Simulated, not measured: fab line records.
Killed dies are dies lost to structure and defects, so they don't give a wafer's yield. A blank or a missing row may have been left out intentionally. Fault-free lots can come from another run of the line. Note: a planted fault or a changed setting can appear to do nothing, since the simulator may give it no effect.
fab line records + flow nandHarc
record:
- lots: 13
- wafers: 37
- lastDay: 25
route steps=1159 shown P_GATE@145
lots that met no fault: taken from a fault-free run of the same line
startH: hours from the record's first day to the start of the lot's first wafer shown + waitH: hours elapsed since this lot's preceding step + " identical to the entry in the row above + L1.1+2: a single row standing in for several wafers + - either no value or no given start + * or withheld: withheld + < > ~ a bound
route shown NAME@n: names a module that has steps shown in the file, with the first one's number in the route + usual: mean/standard deviation taken from wafers without a fault + same: alike in all rows + chamber/n: place in a boat + sites: per-site readings + _std_site: how widely they spread, as a standard deviation + _edge_site: outer sites' mean less inner sites' + radiusMm: for every site, how far away it sits from the centre of the wafer + mask NAME#n: copy n + behind: the last tool/chamber to shape the wafer + hold: why the lot went on hold/how many hours it stayed there/how the hold came to an end + device: names the non-switching transistor (n, p or np) + end of line: at the end of the route, the tests of the same wafers + where a step has no rows: the recipe by itself + killed: dies that structure and defects cost at the first sort, which is not the same as the wafer's yield + map: the dies of a wafer, with x for killed, . for not killed, _ for no die there
set.NAME: the run value of the setting; set.NAME@STEP: its run value at that earlier step + model.NAME: the simulator's own value behind a step, which no gauge read
steps of the route over a sample of lots; a table a step, a row a wafer
services: the hour from which a tool's chamber was out of use, counted from the record's first day as startH (under 0 if before that day), plus the number of hours and why
== steps ==
step: NHARC_P_GATE_ETCH_104
recipe:
- targetDepthA: 600
- timeS: withheld
- cf4FlowSccm: 100
- chf3FlowSccm: 30
- arFlowSccm: 0
- rfW: 500
- biasW: 200
- chemistry: CF4/CHF3
usual:
- drypumpMotorCurrentA: 5.8/0.33
- mfcArSccm: 0.006/0.0092
- oesProductAu: 0.938/0.02
- rfVppV: 369.4/2
- showerheadPlenumPTorr: 1.54/0.056
- throttleValvePct: 16.803/0.0087
| lot.wafer | tool       | chamber | startH | waitH | drypumpMotorCurrentA | mfcArSccm | oesProductAu | rfVppV | showerheadPlenumPTorr | throttleValvePct |
|-----------|------------|---------|--------|-------|----------------------|-----------|--------------|--------|-----------------------|------------------|
| L575.1    | rieDiel-03 | 0       | 90.56  | 0.1   | 5.9                  | 0.013     | 0.956        | 370.7  | 1.59                  | 16.790           |
| L575.2    | "          | 1       | "      | "     | 5.7                  | 0.023     | 0.969        | 371.3  | 1.60                  | 16.796           |
| L575.6    | "          | 0       | "      | "     | 5.9                  | 0.013     | 0.964        | 371.5  | 1.59                  | 16.802           |
| L577.1    | rieDiel-03 | 0       | 98.41  | 0.1   | 5.9                  | 0.013     | 0.926        | 371.4  | 1.59                  | 16.791           |
| L577.2    | "          | 1       | "      | "     | 5.6                  | 0.023     | 0.926        | 372.1  | 1.60                  | 16.796           |
| L577.5    | "          | 1       | "      | "     | 5.6                  | 0.023     | 0.931        | 370.7  | 1.60                  | 16.792           |
| L581.3    | rieDiel-09 | 1       | 125.93 | 0.1   | 5.5                  | 0         | 0.924        | 369.0  | 1.50                  | 16.801           |
| L581.6    | "          | 1       | "      | "     | 5.5                  | 0         | 0.917        | 367.2  | 1.50                  | 16.803           |
| L581.5    | "          | 2       | "      | "     | 6.0                  | 0         | 0.923        | 367.6  | 1.47                  | 16.804           |
| L582.4    | rieDiel-09 | 3       | 132.53 | 0.1   | 6.1                  | 0         | 0.924        | 371.8  | 1.61                  | 16.809           |
| L582.2    | "          | 2       | "      | "     | 6.0                  | 0         | 0.921        | 367.4  | 1.47                  | 16.801           |
| L582.5    | "          | 0       | "      | "     | 5.8                  | 0         | 0.915        | 368.9  | 1.51                  | 16.815           |
| L584.4    | rieDiel-02 | 2       | 144.81 | 0.1   | 5.6                  | 0         | 0.948        | 370.4  | 1.54                  | 16.790           |
| L584.6    | "          | 2       | "      | "     | 5.6                  | 0         | 0.972        | 369.3  | 1.54                  | 16.818           |
| L589.4    | rieDiel-02 | 2       | 172.82 | 0.1   | 5.6                  | 0         | 0.954        | 369.6  | 1.54                  | 16.814           |
| L589.6    | "          | 0       | "      | "     | 6.3                  | 0         | 0.944        | 369.7  | 1.54                  | 16.800           |
| L589.5    | "          | 1       | "      | "     | 5.1                  | 0         | 0.955        | 365.8  | 1.47                  | 16.780           |
| L586.1    | rieDiel-09 | 0       | 173.34 | 0.1   | 5.8                  | 0         | 0.939        | 368.6  | 1.50                  | 16.803           |
| L586.2    | "          | 3       | "      | "     | 6.1                  | 0         | 0.958        | 371.2  | 1.60                  | 16.795           |
| L588.2    | rieDiel-03 | 0       | 173.69 | 0.1   | 5.9                  | 0.013     | 0.925        | 373.0  | 1.58                  | 16.819           |
| L588.1    | "          | 1       | "      | "     | 5.7                  | 0.023     | 0.922        | 371.8  | 1.59                  | 16.800           |
| L588.4    | "          | 2       | "      | "     | 5.9                  | 0.023     | 0.925        | 372.5  | 1.64                  | 16.802           |
| L591.2    | rieDiel-02 | 3       | 186.96 | 0.1   | 6.5                  | 0         | 0.923        | 367.1  | 1.47                  | 16.817           |
| L591.1    | "          | 0       | "      | "     | 6.3                  | 0         | 0.907        | 370.0  | 1.54                  | 16.799           |
| L591.4    | "          | 1       | "      | "     | 5.1                  | 0         | 0.923        | 367.6  | 1.47                  | 16.788           |
| L594.3    | rieDiel-09 | 0       | 205.20 | 0.2   | 5.8                  | 0         | 0.921        | 368.2  | 1.50                  | 16.814           |
| L594.5    | "          | 0       | "      | "     | 5.8                  | 0         | 0.921        | 368.0  | 1.50                  | 16.799           |
| L594.6    | "          | 1       | "      | "     | 5.5                  | 0         | 0.922        | 367.0  | 1.50                  | 16.799           |
| L596.3    | rieDiel-09 | 2       | 209.85 | 0.2   | 6.0                  | 0         | 0.916        | 367.1  | 1.47                  | 16.811           |
| L596.6    | "          | 0       | "      | "     | 5.8                  | 0         | 0.913        | 369.1  | 1.50                  | 16.803           |
| L596.5    | "          | 1       | "      | "     | 5.5                  | 0         | 0.929        | 368.3  | 1.50                  | 16.802           |
| L597.1    | rieDiel-09 | 2       | 223.62 | 0.1   | 6.0                  | 0         | 0.926        | 366.0  | 1.47                  | 16.804           |
| L597.2    | "          | 0       | "      | "     | 5.8                  | 0         | 0.951        | 367.2  | 1.50                  | 16.793           |
| L597.4    | "          | 1       | "      | "     | 5.5                  | 0         | 0.938        | 368.0  | 1.50                  | 16.796           |
| L598.4    | rieDiel-03 | 3       | 233.02 | 0.1   | 5.7                  | 0         | 0.947        | 367.6  | 1.51                  | 16.802           |
| L598.1    | "          | 0       | "      | "     | 5.9                  | 0.013     | 0.938        | 370.9  | 1.58                  | 16.808           |
| L598.2    | "          | 1       | "      | "     | 5.6                  | 0.023     | 0.944        | 371.0  | 1.59                  | 16.806           |
step: NHARC_P_GATE_CD_MEAS_33
usual:
- cdNm: 120.7/2.7
| lot.wafer | tool     | chamber | startH | waitH | cdNm  |
|-----------|----------|---------|--------|-------|-------|
| L575.1    | cdSem-01 | -       | 91.35  | -     | 119.2 |
| L575.2    | "        | -       | "      | "     | 121.7 |
| L575.6    | "        | -       | "      | "     | 121.0 |
| L577.1    | cdSem-01 | -       | 99.16  | -     | 123.4 |
| L577.2    | "        | -       | "      | "     | 115.3 |
| L577.5    | "        | -       | "      | "     | 122.8 |
| L581.3    | cdSem-03 | -       | 126.68 | -     | 119.9 |
| L581.5    | "        | -       | "      | "     | 121.3 |
| L581.6    | "        | -       | "      | "     | 123.7 |
| L582.2    | cdSem-03 | -       | 133.41 | -     | 119.7 |
| L582.4    | "        | -       | "      | "     | 123.7 |
| L582.5    | "        | -       | "      | "     | 123.9 |
| L584.4    | cdSem-03 | -       | 145.73 | -     | 119.6 |
| L584.6    | "        | -       | "      | "     | 119.9 |
| L589.4    | cdSem-01 | -       | 173.61 | -     | 118.9 |
| L589.5    | "        | -       | "      | "     | 123.1 |
| L589.6    | "        | -       | "      | "     | 118.5 |
| L586.1    | cdSem-02 | -       | 174.18 | -     | 122.4 |
| L586.2    | "        | -       | "      | "     | 117.1 |
| L588.1    | cdSem-03 | -       | 174.86 | -     | 122.7 |
| L588.2    | "        | -       | "      | "     | 125.0 |
| L588.4    | "        | -       | "      | "     | 120.1 |
| L591.1    | cdSem-02 | -       | 187.67 | -     | 118.1 |
| L591.2    | "        | -       | "      | "     | 118.0 |
| L591.4    | "        | -       | "      | "     | 123.3 |
| L594.3    | cdSem-02 | -       | 205.95 | -     | 119.9 |
| L594.5    | "        | -       | "      | "     | 120.7 |
| L594.6    | "        | -       | "      | "     | 120.7 |
| L596.3    | cdSem-03 | -       | 210.59 | -     | 118.8 |
| L596.5    | "        | -       | "      | "     | 122.6 |
| L596.6    | "        | -       | "      | "     | 116.9 |
| L597.1    | cdSem-01 | -       | 224.33 | -     | 124.6 |
| L597.2    | "        | -       | "      | "     | 122.3 |
| L597.4    | "        | -       | "      | "     | 119.5 |
| L598.1    | cdSem-02 | -       | 233.87 | -     | 123.2 |
| L598.2    | "        | -       | "      | "     | 111.7 |
| L598.4    | "        | -       | "      | "     | 121.0 |
step: NHARC_P_GATE_ALD_36
recipe:
- targetThkA: 200
- pulseTimeS: 60
- aldCycles: 223
- tempC: 400
- material: SiNx
usual:
- aldCycles: 223/0
- heaterPowerW: 825/77
- precursorPulseHeightRel: 1.003/0.02
| lot.wafer | tool      | chamber | startH | waitH | aldCycles | heaterPowerW | precursorPulseHeightRel |
|-----------|-----------|---------|--------|-------|-----------|--------------|-------------------------|
| L575.1    | aldSin-02 | 3       | 91.82  | -     | 223       | 753          | 1.025                   |
| L575.2    | "         | 0       | 92.87  | -     | 223       | 782          | 1.030                   |
| L575.6    | "         | 3       | 96.00  | -     | 223       | 756          | 1.025                   |
| L577.2    | aldSin-03 | 2       | 101.77 | -     | 223       | 1036         | 1.011                   |
| L577.1    | "         | 3       | 102.84 | -     | 223       | 850          | 0.984                   |
| L577.5    | "         | 0       | 103.90 | -     | 223       | 850          | 1.000                   |
| L581.3    | aldSin-02 | 2       | 129.22 | -     | 223       | 768          | 1.025                   |
| L581.5    | "         | 0       | 131.30 | -     | 223       | 778          | 1.012                   |
| L581.6    | "         | 1       | 132.34 | -     | 252       | 814          | 0.990                   |
| L582.2    | aldSin-03 | 2       | 133.88 | -     | 223       | 973          | 0.997                   |
| L582.4    | "         | 3       | 134.93 | -     | 223       | 872          | 1.009                   |
| L582.5    | "         | 2       | 138.09 | -     | 223       | 1002         | 1.013                   |
| L584.4    | aldSin-02 | 3       | 146.19 | -     | 252       | 763          | 0.967                   |
| L584.6    | "         | 3       | 150.43 | -     | 252       | 741          | 0.978                   |
| L586.2    | aldSin-02 | 1       | 174.66 | -     | 223       | 813          | 0.976                   |
| L586.1    | "         | 2       | 175.72 | -     | 223       | 741          | 0.993                   |
| L589.4    | aldSin-03 | 0       | 177.21 | -     | 223       | 815          | 1.034                   |
| L589.6    | "         | 1       | 178.26 | -     | 223       | 751          | 1.005                   |
| L589.5    | "         | 2       | 179.31 | -     | 223       | 984          | 0.994                   |
| L588.1    | aldSin-03 | 0       | 180.36 | -     | 223       | 810          | 0.988                   |
| L588.4    | "         | 1       | 181.41 | -     | 223       | 772          | 1.003                   |
| L588.2    | "         | 2       | 182.47 | -     | 223       | 989          | 0.998                   |
| L591.4    | aldSin-01 | 0       | 188.13 | -     | 223       | 838          | 0.995                   |
| L591.1    | "         | 1       | 189.17 | -     | 223       | 890          | 0.996                   |
| L591.2    | "         | 3       | 191.25 | -     | 223       | 753          | 1.054                   |
| L594.3    | aldSin-01 | 2       | 207.47 | -     | 223       | 853          | 1.005                   |
| L594.5    | "         | 1       | 210.68 | -     | 223       | 905          | 1.013                   |
| L594.6    | "         | 2       | 211.75 | -     | 223       | 879          | 1.038                   |
| L596.3    | aldSin-03 | 0       | 214.18 | -     | 223       | 831          | 1.018                   |
| L596.6    | "         | 1       | 215.22 | -     | 223       | 769          | 1.038                   |
| L596.5    | "         | 2       | 216.27 | -     | 223       | 989          | 1.020                   |
| L597.4    | aldSin-01 | 3       | 225.87 | -     | 223       | 746          | 1.019                   |
| L597.2    | "         | 0       | 226.94 | -     | 223       | 846          | 0.993                   |
| L597.1    | "         | 1       | 228.02 | -     | 223       | 918          | 0.989                   |
| L598.1    | aldSin-02 | 3       | 234.33 | -     | 223       | 746          | 0.995                   |
| L598.2    | "         | 0       | 235.40 | -     | 223       | 777          | 1.005                   |
| L598.4    | "         | 1       | 236.47 | -     | 223       | 827          | 1.007                   |
step: NHARC_P_GATE_DESCUM_48
recipe:
- timeS: 3
- o2FlowSccm: 200
- arFlowSccm: 0
- biasPowerW: 0
- chemistry: O2
usual:
- drypumpMotorCurrentA: 5.85/0.29
- mfcArSccm: 0.004/0.0084
- oesProductAu: 0.997/0.0089
- rfVppV: 57.7/0.92
- showerheadPlenumPTorr: 1.86/0.075
- throttleValvePct: 11.310/0.0084
| lot.wafer | tool       | chamber | startH | waitH | drypumpMotorCurrentA | mfcArSccm | oesProductAu | rfHoursCounterH | rfVppV | showerheadPlenumPTorr | throttleValvePct |
|-----------|------------|---------|--------|-------|----------------------|-----------|--------------|-----------------|--------|-----------------------|------------------|
| L575.1    | rieDiel-09 | 1       | 102.39 | -     | 5.47                 | 0         | 0.999        | 3               | 57.2   | 1.82                  | 11.320           |
| L575.2    | "          | 2       | "      | "     | 6.02                 | 0         | 0.985        | 3               | 57.4   | 1.78                  | 11.292           |
| L575.6    | "          | 2       | "      | "     | 6.00                 | 0         | 1.000        | -               | 57.2   | 1.78                  | 11.307           |
| L577.2    | rieDiel-09 | 3       | 110.41 | -     | 6.10                 | 0         | 1.001        | 5               | 58.3   | 1.96                  | 11.322           |
| L577.1    | "          | 1       | "      | "     | 5.48                 | 0         | 1.000        | 4               | 56.4   | 1.82                  | 11.315           |
| L577.5    | "          | 3       | "      | "     | 6.09                 | 0         | 1.003        | -               | 59.4   | 1.96                  | 11.307           |
| L581.3    | rieDiel-03 | 1       | 137.91 | -     | 5.64                 | 0.023     | 0.991        | 25              | 57.8   | 1.94                  | 11.307           |
| L581.5    | "          | 1       | "      | "     | 5.65                 | 0.023     | 0.989        | -               | 59.4   | 1.94                  | 11.317           |
| L581.6    | "          | 2       | "      | "     | 5.87                 | 0.023     | 1.003        | -               | 58.9   | 2.01                  | 11.320           |
| L582.2    | rieDiel-02 | 0       | 144.61 | -     | 6.32                 | 0         | 1.003        | 60              | 58.3   | 1.87                  | 11.313           |
| L582.4    | "          | 1       | "      | "     | 5.10                 | 0         | 0.998        | 60              | 57.0   | 1.78                  | 11.301           |
| L582.5    | "          | 3       | "      | "     | 6.46                 | 0         | 1.003        | -               | 57.3   | 1.78                  | 11.305           |
| L584.4    | rieDiel-09 | 2       | 156.94 | -     | 5.97                 | 0         | 0.998        | 11              | 58.6   | 1.78                  | 11.313           |
| L584.6    | "          | 2       | "      | "     | 5.97                 | 0         | 0.987        | -               | 56.4   | 1.78                  | 11.323           |
| L589.4    | rieDiel-09 | 0       | 184.64 | -     | 5.75                 | 0         | 0.986        | 18              | 56.0   | 1.82                  | 11.301           |
| L589.6    | "          | 1       | "      | "     | 5.49                 | 0         | 1.004        | -               | 56.3   | 1.82                  | 11.313           |
| L589.5    | "          | 2       | "      | "     | 6.01                 | 0         | 0.996        | -               | 57.6   | 1.78                  | 11.303           |
| L586.2    | rieDiel-03 | 1       | 185.41 | -     | 5.62                 | 0.023     | 0.989        | 44              | 59.3   | 1.94                  | 11.298           |
| L586.1    | "          | 0       | "      | "     | 5.90                 | 0.013     | 1.001        | 51              | 57.5   | 1.92                  | 11.305           |
| L588.2    | rieDiel-09 | 2       | 191.08 | -     | 6.01                 | 0         | 0.996        | 18              | 56.8   | 1.78                  | 11.305           |
| L588.4    | "          | 0       | "      | "     | 5.81                 | 0         | 0.994        | 20              | 59.1   | 1.82                  | 11.330           |
| L588.1    | "          | 1       | "      | "     | 5.48                 | 0         | 1.014        | 19              | 57.1   | 1.81                  | 11.294           |
| L591.1    | rieDiel-03 | 3       | 198.80 | -     | 5.74                 | 0         | 0.996        | 57              | 56.8   | 1.84                  | 11.307           |
| L591.2    | "          | 0       | "      | "     | 5.89                 | 0.013     | 0.984        | 54              | 59.3   | 1.92                  | 11.326           |
| L591.4    | "          | 1       | "      | "     | 5.67                 | 0.023     | 0.990        | 48              | 58.0   | 1.94                  | 11.296           |
| L594.3    | rieDiel-02 | 2       | 217.20 | -     | 5.64                 | 0         | 1.023        | 22              | 57.6   | 1.87                  | 11.322           |
| L594.6    | "          | 2       | "      | "     | 5.65                 | 0         | 1.017        | -               | 58.2   | 1.87                  | 11.321           |
| L594.5    | "          | 3       | "      | "     | 6.44                 | 0         | 1.008        | -               | 56.7   | 1.77                  | 11.303           |
| L596.3    | rieDiel-09 | 0       | 221.55 | -     | 5.77                 | 0         | 0.971        | 25              | 57.2   | 1.82                  | 11.290           |
| L596.5    | "          | 0       | "      | "     | 5.78                 | 0         | 0.969        | -               | 58.2   | 1.82                  | 11.317           |
| L596.6    | "          | 1       | "      | "     | 5.49                 | 0         | 0.997        | -               | 58.1   | 1.81                  | 11.311           |
| L597.1    | rieDiel-09 | 2       | 235.65 | -     | 6.00                 | 0         | 1.003        | 26              | 58.4   | 1.77                  | 11.318           |
| L597.2    | "          | 3       | "      | "     | 6.08                 | 0         | 1.001        | 25              | 60.0   | 1.95                  | 11.306           |
| L597.4    | "          | 1       | "      | "     | 5.45                 | 0         | 1.006        | 28              | 57.9   | 1.81                  | 11.305           |
| L598.1    | rieDiel-02 | 2       | 245.05 | -     | 5.66                 | 0         | 1.017        | 33              | 58.0   | 1.86                  | 11.323           |
| L598.4    | "          | 3       | "      | "     | 6.48                 | 0         | 1.002        | 34              | 57.0   | 1.77                  | 11.319           |
| L598.2    | "          | 0       | "      | "     | 6.30                 | 0         | 0.997        | 30              | 56.5   | 1.86                  | 11.318           |
== services ==
| tool       | chamber | startH | hours | kind      |
|------------|---------|--------|-------|-----------|
| rieDiel-02 | 3       | 72.85  | 2.0   | repair    |
| aldSin-01  | 2       | 73.64  | 1.6   | repair    |
| aldSin-01  | -       | 74.08  | 1.8   | repair    |
| rieDiel-09 | -       | 77.40  | 9.0   | pm        |
| rieDiel-09 | 0       | 77.40  | 9.0   | ventCycle |
| rieDiel-09 | 1       | 77.40  | 9.0   | ventCycle |
| rieDiel-09 | 2       | 77.40  | 9.0   | ventCycle |
| rieDiel-09 | 3       | 77.40  | 9.0   | ventCycle |
| rieDiel-02 | 0       | 86.30  | 2.6   | repair    |
| rieDiel-09 | 0       | 86.40  | -     | clean     |
| rieDiel-09 | 1       | 86.40  | -     | clean     |
| rieDiel-09 | 2       | 86.40  | -     | clean     |
| aldSin-03  | -       | 96.49  | 0.4   | repair    |
| rieDiel-09 | -       | 97.80  | 0.8   | repair    |
| rieDiel-02 | 1       | 111.34 | 3.7   | repair    |
| rieDiel-03 | 2       | 122.14 | 2.1   | repair    |
| aldSin-01  | -       | 138.03 | 2.2   | repair    |
| aldSin-01  | -       | 144.00 | 10.0  | pm        |
| rieDiel-02 | 2       | 146.62 | 4.9   | repair    |
| rieDiel-02 | -       | 150.76 | 9.0   | pm        |
| aldSin-01  | 0       | 173.47 | 5.4   | repair    |
| rieDiel-09 | -       | 207.42 | 1.3   | repair    |
| rieDiel-03 | -       | 215.40 | 9.0   | pm        |
| rieDiel-03 | 2       | 233.58 | 4.2   | repair    |
== key ==
firstSign:
- step: NHARC_P_GATE_ALD_36
- reading: aldCycles
- direction: up
- sigmas: 99+
- usual: 223
- struck: 252
effect none on later readings
metAt NHARC_P_GATE_ALD_36
struckLots L581,L584
struckWafers L581.6,L584.4,L584.6
testerLeftOut L581,L584
notActingAt NHARC_P_GATE_ETCH_104,NHARC_P_GATE_CD_MEAS_33,NHARC_P_GATE_DESCUM_48
fault:
- kind: processParameterDrift
- tool: aldSin-02
- chamber: -
- onsetH: 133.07
- steps: NHARC_P_GATE_ALD_36
- channel: aldCycles
- offset: 29
- shape: step
- endH: 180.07
- scope: struckWafersOnly
- stated: 223
testerLeftOut: of these lots the tester's yield and bins aren't shown, on N5 and GAA mostly nor the transistor test; their killed dies are dies lost to structure and defects alone, not to doping, threshold or leakage, so they don't give the yield
